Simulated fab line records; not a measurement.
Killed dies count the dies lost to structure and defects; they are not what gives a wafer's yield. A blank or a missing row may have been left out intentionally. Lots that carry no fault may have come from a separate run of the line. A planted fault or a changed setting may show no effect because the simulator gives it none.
fab line records | flow n5-finfet
[record] lots = 7 wafers = 21 last-day = 20
route steps=1938 shown PASSIVATION@1917 END@1938
lots that met no fault: from a run of the same line without faults
start-h: start of the lot's first displayed wafer, in hours after the record's first day | wait-h: how many hours have passed since the lot's step before this one | " repeats the value in the row above | L1.1+2: one row covering several wafers at once | - no value, or no start given | * or withheld: withheld | < > ~ a bound
route shown NAME@n: names a module that has steps shown in the file, with the first one's number in the route | usual: average and standard deviation across the fault-free wafers | same: alike in all rows | chamber/n: place in a boat | sites: the reading at each site | _std_site: standard deviation of those values | _edge_site: outer sites' mean less inner sites' | radius-mm: how far each site lies from the wafer's centre | mask NAME#n: copy n | behind: the most recent tool/chamber to have shaped the wafer | hold: why the lot was held/for how many hours/how that ended | device: which transistor (n, p or np) failed to switch | end of line: the route-end tests of the same wafers | where a step has no rows: the recipe by itself | killed: dies that structure and defects cost at the first sort, which is not the same as the wafer's yield | map: a wafer's dies, marking killed ones x, the rest . and places with no die _
set.NAME: the setting the step ran with; set.NAME@STEP: the setting that earlier step ran with | model.NAME: the simulator's own value behind a step, which no gauge read
lots at some steps of the route; a table a step, a row a wafer
services: when a tool's chamber went out of use (start-h, in hours from the record's first day, below 0 if earlier), for how many hours, and the reason
[[steps]]
[step N5_PASSIVATION_HMDS_37]
[recipe] time-s = 60 temp-c = 120
[step N5_PASSIVATION_COAT_38]
[recipe] spin-rpm = 3000 resist-thk-nm = withheld
[step N5_PASSIVATION_EBR_40]
[recipe] solvent = PGMEA ebr-width-mm = 1.5
[step N5_PASSIVATION_SOFTBAKE_39]
[recipe] temp-c = 110 time-s = 120
[step N5_PASSIVATION_EXPOSE_41]
[recipe] mask-id = PASS_OPEN na = 0.55 defocus-nm = 0 source-shape = conventional sigma-outer = 0.8 polarization = unpolarized target-cd-nm = 40000 dose-mj = 57.25
[step N5_PASSIVATION_PEB_42]
[recipe] peb-temp-c = withheld peb-time-s = *
[step N5_PASSIVATION_DEVELOP_43]
[recipe] develop-time-s = 60 rinse-liquid = diw dry = air-spin dev-temp-c = 21
[step N5_PASSIVATION_HARDBAKE_45]
[recipe] temp-c = 130 time-s = 120
[step N5_PASSIVATION_CD_MEAS_44]
[recipe] target-cd-nm = 40000 landing-energy-ev = 500 detector = se-inlens
[usual] cd-nm = 40000/3.2
// columns lot.wafer tool chamber start-h wait-h cd-nm
L474.2 cd-sem-01 0 360.53 - 39998
L474.5 " 0 " " 39999
L474.6 " 0 " " 40003
L488.1 cd-sem-03 0 404.48 - 39993
L488.5 " 0 " " 39997
L488.6 " 0 " " 39995
L486.1 cd-sem-03 0 422.37 - 39999
L486.3 " 0 " " 40002
L486.6 " 0 " " 40000
L483.1 cd-sem-01 0 422.76 - 39998
L483.2 " 0 " " 40002
L483.5 " 0 " " 39997
L487.2 cd-sem-01 0 428.01 - 39998
L487.5 " 0 " " 40000
L487.6 " 0 " " 40001
L489.1 cd-sem-01 0 432.04 - 39998
L489.2 " 0 " " 39997
L489.4 " 0 " " 40000
L490.3 cd-sem-02 0 475.31 - 39998
L490.4 " 0 " " 39997
L490.5 " 0 " " 39993
[step N5_PASSIVATION_OVL_MEAS_66]
[recipe] points-per-wafer = 44
[usual] PASS_OPEN_OVL = 2/5.7
[same] points-per-wafer = 44
// columns lot.wafer tool chamber start-h wait-h PASS_OPEN_OVL[nm]
L474.2 overlay-02 0 360.56 0.0 1
L474.5 " 0 " " 9
L474.6 " 0 " " 1
L488.1 overlay-02 0 404.51 0.0 5
L488.5 " 0 " " 9
L488.6 " 0 " " 6
L486.1 overlay-02 0 422.40 0.0 -1
L486.3 " 0 " " 2
L486.6 " 0 " " 6
L483.1 overlay-01 0 422.79 0.0 2
L483.2 " 0 " " 2
L483.5 " 0 " " -1
L487.2 overlay-01 0 428.04 0.0 4
L487.5 " 0 " " 7
L487.6 " 0 " " 8
L489.1 overlay-01 0 432.07 0.0 10
L489.2 " 0 " " 10
L489.4 " 0 " " 12
L490.3 overlay-01 0 475.34 0.0 6
L490.4 " 0 " " 6
L490.5 " 0 " " -1
[step N5_PASSIVATION_INSPECT_67]
[recipe] mode = adi inspect-instrument = macro
[usual] raw-defect-count = 2.1/1.4
// columns lot.wafer tool chamber start-h wait-h raw-defect-count
L474.2 defect-inspect-02 - 360.58 0.0 0
L474.5 " - " " 4
L474.6 " - " " 1
L488.1 defect-inspect-02 - 404.53 0.0 4
L488.5 " - " " 3
L488.6 " - " " 4
L486.1 defect-inspect-02 - 422.42 0.0 2
L486.3 " - " " 1
L486.6 " - " " 1
L483.1 defect-inspect-02 - 422.81 0.0 3
L483.2 " - " " 3
L483.5 " - " " 1
L487.2 defect-inspect-02 - 428.06 0.0 1
L487.5 " - " " 1
L487.6 " - " " 1
L489.1 defect-inspect-01 - 432.09 0.0 4
L489.2 " - " " 0
L489.4 " - " " 2
L490.3 defect-inspect-02 - 475.37 0.0 5
L490.4 " - " " 2
L490.5 " - " " 3
[step N5_PASSIVATION_DESCUM_46]
[recipe] chemistry = O2 time-s = 7.9 source-power-w = 50 bias-power-w = 20 pressure-mtorr = 20 rf-frequency-hz = 2.712e+07 temp-c = 40 o2-flow-sccm = 225
[usual] drypump-motor-current-A = 5.8/0.39 oes-product-au = 0.82/0.11 rf-vpp-V = 242.8/1.1 showerhead-plenum-p-Torr = 2.08/0.04 throttle-valve-pct = 20.29/0.23
// columns lot.wafer tool chamber start-h wait-h drypump-motor-current-A oes-product-au rf-hours-counter-h rf-vpp-V showerhead-plenum-p-Torr throttle-valve-pct
L474.2 rie-diel-05 1 360.68 0.1 6.3 0.79 105 240.9 2.02 20.24
L474.5 " 2 " " 5.7 0.98 - 244.3 2.06 19.95
L474.6 " 3 " " 5.5 0.69 - 243.9 2.15 20.40
L488.1 rie-diel-05 2 404.57 0.0 5.7 0.92 17 241.8 2.06 19.97
L488.5 " 1 " " 6.3 0.77 - 242.7 2.02 20.26
L488.6 " 0 " " 6.1 0.68 - 241.8 2.07 20.59
L486.1 rie-diel-05 2 422.46 0.0 5.7 0.89 25 242.9 2.06 20.00
L486.3 " 1 " " 6.3 0.77 128 241.4 2.02 20.28
L486.6 " 1 " " 6.3 0.76 - 241.2 2.02 20.27
L483.1 rie-diel-05 0 423.05 0.2 6.1 0.68 222 241.7 2.07 20.58
L483.2 " 2 " " 5.7 0.89 25 242.8 2.06 19.99
L483.5 " 0 " " 6.1 0.67 - 242.7 2.07 20.61
L487.2 rie-diel-05 0 428.09 0.0 6.1 0.67 224 243.2 2.07 20.60
L487.5 " 2 " " 5.6 0.90 - 241.5 2.06 19.99
L487.6 " 3 " " 5.5 0.99 - 243.5 2.14 20.11
L489.1 rie-diel-02 3 432.17 0.1 5.8 0.84 63 243.2 2.11 20.28
L489.2 " 1 " " 5.7 0.96 5 243.3 2.04 20.13
L489.4 " 3 " " 5.8 0.84 - 243.8 2.11 20.26
L490.3 rie-diel-02 1 475.40 0.0 5.7 0.93 15 242.6 2.04 20.15
L490.4 " 3 " " 5.8 0.84 74 242.8 2.11 20.26
L490.5 " 2 " " 4.9 0.97 - 242.3 2.06 20.47
[step N5_PASSIVATION_PASS_ETCH_47]
[recipe] chemistry = CF4/O2 target = SiNx target-depth-a = 7700 time-s = 385 ion-energy-ev = 100 pressure-mtorr = 40 source-w = 535 bias-w = 49 Ar_flow_sccm = 100 cf4-flow-sccm = 100 O2_flow_sccm = 10
[usual] drypump-motor-current-A = 5.8/0.39 oes_f_703_au = 0.81/0.1 oes-product-au = 0.81/0.1 rf-vpp-V = 241.2/1.6 showerhead-plenum-p-Torr = 2.19/0.042 throttle-valve-pct = 15.74/0.25
// columns lot.wafer tool chamber start-h wait-h drypump-motor-current-A oes_f_703_au oes-product-au rf-hours-counter-h rf-vpp-V showerhead-plenum-p-Torr throttle-valve-pct
L474.2 rie-diel-05 1 360.72 0.0 6.3 0.77 0.78 105 243.3 2.14 15.71
L474.5 " 2 " " 5.7 0.97 0.97 - 240.9 2.17 15.35
L474.6 " 3 " " 5.5 0.69 0.69 - 242.0 2.26 15.99
L488.1 rie-diel-05 2 404.60 0.0 5.7 0.91 0.92 17 239.5 2.17 15.38
L488.5 " 1 " " 6.3 0.75 0.76 - 241.2 2.13 15.74
L488.6 " 0 " " 6.1 0.69 0.69 - 239.1 2.18 16.07
L486.1 rie-diel-05 2 422.49 0.0 5.7 0.90 0.90 25 239.2 2.16 15.42
L486.3 " 1 " " 6.3 0.75 0.76 128 243.1 2.13 15.74
L486.6 " 1 " " 6.3 0.75 0.76 - 242.5 2.13 15.74
L483.1 rie-diel-05 0 423.08 0.0 6.2 0.68 0.68 222 240.4 2.18 16.09
L483.2 " 2 " " 5.7 0.91 0.90 25 239.3 2.16 15.40
L483.5 " 0 " " 6.1 0.68 0.68 - 239.2 2.18 16.09
L487.2 rie-diel-05 0 428.13 0.0 6.1 0.68 0.67 224 240.1 2.18 16.07
L487.5 " 2 " " 5.7 0.90 0.90 - 241.1 2.16 15.39
L487.6 " 3 " " 5.5 0.96 0.97 - 239.3 2.26 15.54
L489.1 rie-diel-02 3 432.20 0.0 5.8 0.85 0.85 63 241.6 2.23 15.74
L489.2 " 1 " " 5.7 0.95 0.95 5 243.0 2.17 15.65
L489.4 " 3 " " 5.8 0.84 0.84 - 242.5 2.23 15.73
L490.3 rie-diel-02 1 475.43 0.0 5.7 0.93 0.93 15 243.2 2.17 15.67
L490.4 " 3 " " 5.8 0.84 0.83 74 241.2 2.23 15.73
L490.5 " 2 " " 4.9 0.95 0.95 - 243.4 2.17 15.81
[step N5_PASSIVATION_ETCH_54]
[recipe] chemistry = CHF3/O2 target = SiO2 target-depth-a = 8800 CHF3_flow_sccm = 50 O2_flow_sccm = 5 Ar_flow_sccm = 200 time-s = 440 mask-material = PR pressure-mtorr = 30 source-w = 650 bias-w = 170 ion-energy-ev = 200
[usual] CHF3_flow_sccm = 50.01/0.15 drypump-motor-current-A = 5.8/0.39 oes_f_703_au = 0.81/0.1 oes-product-au = 0.81/0.1 rf-vpp-V = 525/3.5 showerhead-plenum-p-Torr = 2.39/0.047 throttle-valve-pct = 18.68/0.23
// columns lot.wafer tool chamber start-h wait-h CHF3_flow_sccm drypump-motor-current-A oes_f_703_au oes-product-au rf-hours-counter-h rf-vpp-V showerhead-plenum-p-Torr throttle-valve-pct
L474.2 rie-diel-05 1 360.94 0.1 50.05 6.3 0.78 0.79 105 527 2.33 18.61
L474.5 " 2 " " 50.03 5.7 0.97 0.96 - 522 2.38 18.32
L474.6 " 3 " " 49.91 5.5 0.69 0.69 - 524 2.47 18.85
L488.1 rie-diel-05 2 404.83 0.1 49.92 5.7 0.91 0.91 18 523 2.37 18.34
L488.5 " 1 " " 50.00 6.3 0.76 0.77 - 528 2.33 18.63
L488.6 " 0 " " 49.81 6.1 0.69 0.69 - 522 2.39 18.97
L486.1 rie-diel-05 2 422.72 0.1 49.97 5.7 0.90 0.90 25 522 2.37 18.36
L486.3 " 1 " " 50.28 6.3 0.76 0.76 129 527 2.32 18.63
L486.6 " 1 " " 50.14 6.3 0.75 0.76 - 528 2.32 18.63
L483.1 rie-diel-05 0 423.31 0.1 50.09 6.1 0.68 0.69 222 520 2.38 18.98
L483.2 " 2 " " 50.16 5.7 0.90 0.90 25 522 2.37 18.37
L483.5 " 0 " " 50.11 6.1 0.69 0.67 - 521 2.38 18.97
L487.2 rie-diel-05 0 428.36 0.1 49.74 6.1 0.68 0.68 224 521 2.38 18.98
L487.5 " 2 " " 50.08 5.7 0.90 0.89 - 523 2.37 18.38
L487.6 " 3 " " 49.95 5.5 0.95 0.96 - 523 2.47 18.50
L489.1 rie-diel-02 3 432.43 0.1 50.01 5.8 0.84 0.84 63 524 2.44 18.69
L489.2 " 1 " " 50.08 5.7 0.95 0.96 6 530 2.38 18.65
L489.4 " 3 " " 50.03 5.8 0.83 0.84 - 524 2.44 18.70
L490.3 rie-diel-02 1 475.66 0.1 49.98 5.7 0.93 0.93 15 532 2.38 18.65
L490.4 " 3 " " 49.88 5.8 0.82 0.83 74 525 2.43 18.70
L490.5 " 2 " " 50.06 4.9 0.94 0.96 - 530 2.37 18.80
[step N5_PASSIVATION_STRIP_48]
[recipe] chemistry = O2 power-w = 600 temp-c = 60 pressure-mtorr = 30 rf-frequency-hz = 6e+07 bias-power-w = 0 overash-fraction = 0.5 o2-flow-sccm = 225
[usual] drypump-motor-current-A = 5.8/0.39 oes-product-au = 0.82/0.11 rf-vpp-V = 3.5/2.2 showerhead-plenum-p-Torr = 2.08/0.04 throttle-valve-pct = 16.54/0.25
// columns lot.wafer tool chamber start-h wait-h drypump-motor-current-A oes-product-au rf-hours-counter-h rf-vpp-V showerhead-plenum-p-Torr throttle-valve-pct
L474.2 rie-diel-05 1 361.23 0.1 6.3 0.79 105 2.7 2.03 16.47
L474.5 " 2 " " 5.7 0.98 - 3.2 2.07 16.10
L474.6 " 3 " " 5.5 0.69 - 4.0 2.15 16.76
L488.1 rie-diel-05 2 405.12 0.1 5.7 0.95 18 1.0 2.06 16.18
L488.5 " 1 " " 6.3 0.74 - 6.8 2.02 16.58
L488.6 " 0 " " 6.2 0.68 - 1.7 2.07 16.84
L486.1 rie-diel-05 2 423.01 0.1 5.7 0.90 25 4.5 2.06 16.22
L486.3 " 1 " " 6.3 0.78 129 3.0 2.02 16.57
L486.6 " 1 " " 6.3 0.77 - 3.2 2.02 16.50
L483.1 rie-diel-05 0 423.60 0.1 6.1 0.67 222 7.3 2.07 16.80
L483.2 " 2 " " 5.7 0.90 26 1.4 2.06 16.28
L483.5 " 0 " " 6.1 0.68 - 8.9 2.07 16.83
L487.2 rie-diel-05 0 428.64 0.1 6.1 0.64 225 5.6 2.07 16.84
L487.5 " 2 " " 5.7 0.89 - 3.4 2.06 16.20
L487.6 " 3 " " 5.5 0.97 - 2.1 2.14 16.29
L489.1 rie-diel-02 3 432.72 0.1 5.8 0.86 64 6.5 2.12 16.51
L489.2 " 1 " " 5.7 0.98 6 1.8 2.05 16.40
L489.4 " 3 " " 5.8 0.84 - 4.7 2.12 16.40
L490.3 rie-diel-02 1 475.95 0.1 5.6 0.92 15 1.8 2.05 16.40
L490.4 " 3 " " 5.8 0.83 74 7.3 2.11 16.52
L490.5 " 2 " " 4.9 1.00 - 3.4 2.06 16.67
[step N5_PASSIVATION_STRIP_52]
[recipe] chemistry = post-etch-residue-remover time-s = 1200 temp-c = 72.5
[step N5_PASSIVATION_CLEAN_71]
[recipe] chemistry = IPA time-s = 180 temp-c = 25
[step N5_PASSIVATION_SRD_72]
[recipe] dry = ipa-marangoni time-s = 30 temp-c = 23 rinse-liquid = diw
[step N5_PASSIVATION_ANNEAL_56]
[recipe] temp-c = 400 time-s = 1800 ambient = FGA idle-temp-c = 300 ramp-up-c-per-min = 5 ramp-down-c-per-min = 3
[step N5_PASSIVATION_PROBE_49]
[usual] defect-limited-yield = 90.8/1.7 killed_at_M0_to_M3 = 37/12 killed_at_M4_up = 15/5.6 killed-at-contacts = 13/6.9 killed-at-front-end = 40/11 killed-at-other = 4/3.2 killed-dies = 109/20 killed-open = 73/15 killed-short = 35/8.3 sort_bin_5_function = 5.4/1.1 sort_bin_6_memory = 3.5/0.73 sort-n-pass = 1071/20 sort-yield-pct = 90.8/1.7
[same] gross-dies = 1180 killed-at-back-side = 0 sort_bin_4_leakage[%] = 0 sort_bin_8_speed[%] = 0
// columns lot.wafer tool chamber start-h wait-h defect-limited-yield[%] killed_at_M0_to_M3 killed_at_M4_up killed-at-contacts killed-at-front-end killed-at-other killed-dies killed-open killed-short sort_bin_5_function[%] sort_bin_6_memory[%] sort-n-pass sort-yield-pct[%]
L474.2 prober-02 - 363.78 0.1 91.3 34 13 8 38 10 103 77 25 4.6 4.1 1077 91.3
L474.5 prober-02 - 363.93 0.2 92.0 38 10 15 30 1 94 69 25 4.6 3.1 1086 92.0
L474.6 prober-02 - 363.98 0.3 89.6 33 15 15 57 3 123 80 40 5.8 4.1 1057 89.6
L486.1 prober-01 - 425.88 0.0 81.8 35 16 21 33 110 215 61 43 12.4 4.5 965 81.8
L486.3 prober-01 - 425.98 0.1 88.9 32 6 11 35 47 131 55 30 6.9 3.2 1049 88.9
L486.6 prober-01 - 426.13 0.3 86.0 42 10 24 28 61 165 76 39 8.6 4.3 1015 86.0
L483.1 prober-02 - 426.85 0.0 83.7 31 12 22 37 90 192 68 30 10.1 4.6 988 83.7
L483.2 prober-02 - 426.90 0.1 82.9 35 12 12 41 102 202 62 37 11.0 4.3 978 82.9
L483.5 prober-02 - 427.05 0.2 83.0 34 16 28 37 86 201 89 24 10.8 4.2 979 83.0
L487.2 prober-01 - 431.24 0.1 85.4 26 14 15 25 92 172 57 22 9.7 3.4 1008 85.4
L487.5 prober-01 - 431.39 0.2 83.1 30 18 11 38 103 200 70 28 10.3 4.9 980 83.1
L487.6 prober-01 - 431.44 0.3 83.0 31 16 12 40 102 201 75 22 11.4 4.2 979 83.0
L489.1 prober-02 - 435.21 0.0 92.7 18 17 18 30 3 86 55 31 4.0 3.1 1094 92.7
L489.2 prober-02 - 435.26 0.1 89.5 31 24 19 50 0 124 96 26 6.2 4.2 1056 89.5
L489.4 prober-02 - 435.36 0.2 89.0 43 31 15 41 0 130 89 40 6.2 4.4 1050 89.0
L490.3 prober-02 - 478.54 0.1 89.7 56 14 10 35 6 121 85 33 6.5 3.6 1059 89.7
L490.4 prober-02 - 478.59 0.2 91.2 24 22 11 45 2 104 75 27 5.8 2.8 1076 91.2
L490.5 prober-02 - 478.64 0.2 89.8 42 26 15 31 6 120 87 31 6.0 4.2 1060 89.8
// killed by level:class
L474.2 STI_FIN_REVEAL:geometric-particle:open=14 BEOL_M2:geometric-particle:open=13 MOL_CONTACT_COAG:geometric-particle:open=7 BEOL_M1:geometric-particle:open=7 FIN_SAQP:geometric-particle:open=6 BEOL_M3:geometric-particle:open=4 BEOL_M4:geometric-particle:open=4 GATE_CUT:geometric-particle:open=3
L474.5 MOL_CONTACT_COAG:geometric-particle:open=13 BEOL_M0_SAQP:geometric-particle:open=9 BEOL_M2:geometric-particle:open=9 BEOL_M3:geometric-particle:open=9 FIN_SAQP:geometric-particle:open=8 STI_FIN_REVEAL:geometric-particle:open=4 BEOL_M4:geometric-particle:open=4 STARTING-WAFER:geometric-particle:open=4
L474.6 BEOL_M2:geometric-particle:open=15 FIN_SAQP:geometric-particle:open=13 FIN_SAQP:geometric-particle:short=11 MOL_CONTACT_COAG:geometric-particle:open=11 STI_FIN_REVEAL:geometric-particle:open=9 BEOL_M4:geometric-particle:open=6 GATE_CUT:geometric-particle:short=5 DUMMY_GATE:geometric-particle:open=4
L486.1 PASSIVATION:unspecified=110 MOL_CONTACT_COAG:geometric-particle:open=16 BEOL_M2:geometric-particle:short=8 BEOL_M0_SAQP:geometric-particle:short=7 BEOL_M1:geometric-particle:open=7 STI_FIN_REVEAL:geometric-particle:open=6 STARTING-WAFER:geometric-particle:short=6 FIN_SAQP:geometric-particle:short=5
L486.3 PASSIVATION:unspecified=46 MOL_CONTACT_COAG:geometric-particle:open=10 FIN_SAQP:geometric-particle:short=9 BEOL_M0_SAQP:geometric-particle:open=9 FIN_SAQP:geometric-particle:open=7 BEOL_M2:geometric-particle:short=6 BEOL_M3:geometric-particle:open=6 BEOL_M2:geometric-particle:open=5
L486.6 PASSIVATION:unspecified=48 MOL_CONTACT_COAG:geometric-particle:open=17 BEOL_M2:geometric-particle:open=17 FIN_SAQP:geometric-particle:short=9 MOL_CONTACT_COAG:geometric-particle:short=7 FIN_SAQP:geometric-particle:open=6 BEOL_M2:geometric-particle:short=6 BEOL_M0_SAQP:geometric-particle:short=5
L483.1 PASSIVATION:unspecified=90 MOL_CONTACT_COAG:geometric-particle:open=19 BEOL_M0_SAQP:geometric-particle:open=8 BEOL_M2:geometric-particle:open=7 BEOL_M0_SAQP:geometric-particle:short=7 FIN_SAQP:geometric-particle:short=6 GATE_CUT:geometric-particle:short=6 GATE_CUT:geometric-particle:open=6
L483.2 PASSIVATION:unspecified=101 FIN_SAQP:geometric-particle:short=14 BEOL_M2:geometric-particle:open=14 STI_FIN_REVEAL:geometric-particle:open=9 MOL_CONTACT_COAG:geometric-particle:open=9 BEOL_M0_SAQP:geometric-particle:open=8 BEOL_M0_SAQP:geometric-particle:short=7 BEOL_M4:geometric-particle:open=4
L483.5 PASSIVATION:unspecified=86 MOL_CONTACT_COAG:geometric-particle:open=24 BEOL_M2:geometric-particle:open=10 STI_FIN_REVEAL:geometric-particle:open=9 BEOL_M0_SAQP:geometric-particle:open=7 GATE_CUT:geometric-particle:short=6 BEOL_M1:geometric-particle:open=6 BEOL_M4:geometric-particle:open=6
L487.2 PASSIVATION:unspecified=91 MOL_CONTACT_COAG:geometric-particle:open=14 BEOL_M0:geometric-particle:open=7 BEOL_M4:geometric-particle:open=7 STI_FIN_REVEAL:geometric-particle:open=6 GATE_CUT:geometric-particle:short=6 BEOL_M0_SAQP:geometric-particle:open=6 FIN_SAQP:geometric-particle:short=5
L487.5 PASSIVATION:unspecified=102 FIN_SAQP:geometric-particle:open=9 MOL_CONTACT_COAG:geometric-particle:open=9 STI_FIN_REVEAL:geometric-particle:open=7 BEOL_M2:geometric-particle:open=7 BEOL_M4:geometric-particle:open=6 FIN_SAQP:geometric-particle:short=5 BEOL_M0_SAQP:geometric-particle:open=5
L487.6 PASSIVATION:unspecified=101 FIN_SAQP:geometric-particle:open=14 MOL_CONTACT_COAG:geometric-particle:open=12 BEOL_M2:geometric-particle:open=8 FIN_SAQP:geometric-particle:short=7 BEOL_M4:geometric-particle:open=7 BEOL_M1:geometric-particle:open=7 BEOL_M0:geometric-particle:open=6
L489.1 MOL_CONTACT_COAG:geometric-particle:open=10 MOL_CONTACT_COAG:geometric-particle:short=8 BEOL_M4:geometric-particle:open=8 FIN_SAQP:geometric-particle:short=6 STI_FIN_REVEAL:geometric-particle:open=6 BEOL_M5:geometric-particle:open=6 FIN_SAQP:geometric-particle:open=5 BEOL_M2:geometric-particle:open=5
L489.2 MOL_CONTACT_COAG:geometric-particle:open=15 BEOL_M2:geometric-particle:open=13 BEOL_M4:geometric-particle:open=12 DUMMY_GATE:geometric-particle:open=11 STI_FIN_REVEAL:geometric-particle:open=10 BEOL_M3:geometric-particle:open=9 FIN_SAQP:geometric-particle:short=8 BEOL_M8:geometric-particle:open=8
L489.4 FIN_SAQP:geometric-particle:short=11 MOL_CONTACT_COAG:geometric-particle:open=11 BEOL_M0_SAQP:geometric-particle:open=11 BEOL_M2:geometric-particle:open=7 BEOL_M0_SAQP:geometric-particle:short=7 BEOL_M1:geometric-particle:open=7 BEOL_M5:geometric-particle:open=7 BEOL_M7:geometric-particle:open=7
L490.3 BEOL_M1:geometric-particle:open=18 STI_FIN_REVEAL:geometric-particle:open=10 BEOL_M2:geometric-particle:open=10 MOL_CONTACT_COAG:geometric-particle:open=9 FIN_SAQP:geometric-particle:open=8 BEOL_M0_SAQP:geometric-particle:open=7 BEOL_M3:geometric-particle:open=6 BEOL_M2:geometric-particle:short=5
L490.4 STI_FIN_REVEAL:geometric-particle:open=15 BEOL_M4:geometric-particle:open=13 MOL_CONTACT_COAG:geometric-particle:open=9 ILD0:geometric-particle:short=8 BEOL_M1:geometric-particle:open=6 BEOL_M2:geometric-particle:open=5 BEOL_M3:geometric-particle:open=5 FIN_SAQP:geometric-particle:short=4
L490.5 STI_FIN_REVEAL:geometric-particle:open=15 BEOL_M2:geometric-particle:open=14 MOL_CONTACT_COAG:geometric-particle:open=13 BEOL_M4:geometric-particle:open=9 BEOL_M0_SAQP:geometric-particle:open=7 BEOL_M0_SAQP:geometric-particle:short=6 BEOL_M1:geometric-particle:open=5 FIN_SAQP:geometric-particle:short=3
// map L483.2 (x killed, . not)
_________________..x.........________________
______________............x....._____________
___________.............x..........__________
__________......x............xx....._________
________..........x................x.._______
_______...............x..........x.....______
______.........x.............x.........._____
_____....................x............x..____
____.x.....x........x.........x.....x.....___
___.........x...........x.x..........x.....__
___x.....x...............x.................__
__........................................x._
__...........x...x...x.x...x............xx.._
_....x..........................xx....x...x..
_...x...x......xx..x.x.....x...........x.....
_...x......xx..........x..........x...x....x.
_x.........xx...........x.x..................
_..........x..........xxxxxxxx..........x....
_.x..x...x...........xx.xxxxxx...............
_.x...............x.xxxxxxxxxxx..x..........x
_..................xxxxxxxxxxx...............
__...x....x........xxxxxxxxxxxx..x.....x...._
__...........x.x...xxxxxxxxxxxx.x.........x._
___.......x.........xxxxxxxxxx...x.........__
___..x.............x.xxxxxxxxx...x.......x.__
____..............x.x..xx.xx.xxx.........x___
_____..................x..xxx.x.....x.x..____
______.x......x......x..x...x..........._____
_______x........xx....x..x.x......x.x..______
________...x................x....x...._______
__________..x.....x................._________
___________x....x...x..............__________
______________..........x......._____________
_________________............________________
// map L486.1 (x killed, . not)
_________________........x..x________________
______________...xx.........xx.._____________
___________.....x...x.....x.x.x....__________
__________.......x...x...x...x......_________
________xx...x......x........x.x.....x_______
_______................................______
______.......x.......x................x._____
_____...........x............xx......x.x.____
____........x.............................___
___.xx.x...................................__
___xx.x...........x........................__
__....x..................xx........xx......._
__.....xx............x..................x..._
_x..x...........x....x..x.x............x.....
_.......x..x..........xx...............xx....
_.....x..x....x.........x..x..........x......
_x.....x.........x.x....xx..x......x........x
_........x...........x.xxxx.xx...............
_.....x..........x..xxxx.xxxxxx...........xx.
_..x..x.............xxxxxxxxxx.x........x...x
_..................xxxxxxxxxxxxx.......x.....
__.x....x.........xxxx.xxxxxxx.x.x.........._
__.x...............xxxxxxxxxxxxxx..........._
___...x............xxxxxxxxxxxxx..........x__
___x..............x.x.xxxxxx.x..xx.........__
____...................xxxx.xx.....x......___
_____.......xx....x..xx.xx.....x.........____
______x.x....x........xx....x..........._____
_______.......x..........x..x.x........______
________.............................._______
__________....................x.xx.._________
___________...x.........x..........__________
______________.x................_____________
_________________..x.........________________
[step N5_PASSIVATION_INSPECT_57]
[recipe] inspect-instrument = macro mode = outgoing
[usual] raw-defect-count = 1.9/1.3
// columns lot.wafer tool chamber start-h wait-h raw-defect-count
L474.2 defect-inspect-02 - 364.08 0.0 2
L474.5 " - " " 4
L474.6 " - " " 2
L488.1 defect-inspect-01 - 408.05 0.0 2
L488.5 " - " " 1
L488.6 " - " " 0
L486.1 defect-inspect-01 - 426.23 0.0 284
L486.3 " - " " 282
L486.6 " - " " >300
L483.1 defect-inspect-02 - 427.21 0.0 >300
L483.2 " - " " >300
L483.5 " - " " 298
L487.2 defect-inspect-01 - 431.55 0.0 >300
L487.5 " - " " >300
L487.6 " - " " >300
L489.1 defect-inspect-02 - 435.56 0.0 2
L489.2 " - " " 5
L489.4 " - " " 1
L490.3 defect-inspect-02 - 478.80 0.0 1
L490.4 " - " " 3
L490.5 " - " " 2
[[services]]
// columns tool chamber start-h hours kind
rie-diel-02 2 364.20 19.8 repair
rie-diel-02 1 387.70 4.1 repair
rie-diel-02 1 391.96 - clean
rie-diel-02 1 391.96 - consumable-replace:focus-ring
rie-diel-02 1 391.96 27.9 scheduled-down
rie-diel-02 1 391.96 27.9 vent-cycle
rie-diel-05 3 400.28 - clean
rie-diel-05 3 400.28 - consumable-replace:focus-ring
rie-diel-05 3 400.28 20.2 scheduled-down
rie-diel-05 3 400.28 20.2 vent-cycle
rie-diel-02 - 419.96 0.5 repair
rie-diel-02 2 420.60 - clean
rie-diel-02 2 420.60 - consumable-replace:focus-ring
rie-diel-02 2 420.60 27.5 scheduled-down
rie-diel-02 2 420.60 27.5 vent-cycle
rie-diel-02 - 438.94 0.8 repair
rie-diel-02 1 453.70 15.3 repair
rie-diel-02 - 455.48 15.6 pm
[[key]]
[first-sign] step = N5_PASSIVATION_PROBE_49 reading = killed-at-other direction = up sigmas = 27 usual = 4 struck = 88
[effect] step = N5_PASSIVATION_PROBE_49 reading = killed-dies direction = up sigmas = 3.9 usual = 109 struck = 187
[effect] step = N5_PASSIVATION_INSPECT_57 reading = raw-defect-count direction = up sigmas = 99+ usual = 1.9 struck = >296
[more-kills-born-at] N5_PASSIVATION_PASS_ETCH_47@rie-diel-05 = 775
met-at N5_PASSIVATION_PASS_ETCH_47
struck-wafers L483.1,L483.2,L483.5,L486.1,L486.3,L486.6,L487.2,L487.5,L487.6
onset-between 404.60 422.49
also-fits N5_PASSIVATION_DESCUM_46:rie-diel-05,N5_PASSIVATION_ETCH_54:rie-diel-05,N5_PASSIVATION_STRIP_48:rie-diel-05
[fault] kind = chamber-particle-source tool = rie-diel-05 chamber = - onset-h = 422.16 steps = N5_PASSIVATION_PASS_ETCH_47 rate-per-visit-cm2 = 0.48273 end-h = 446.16
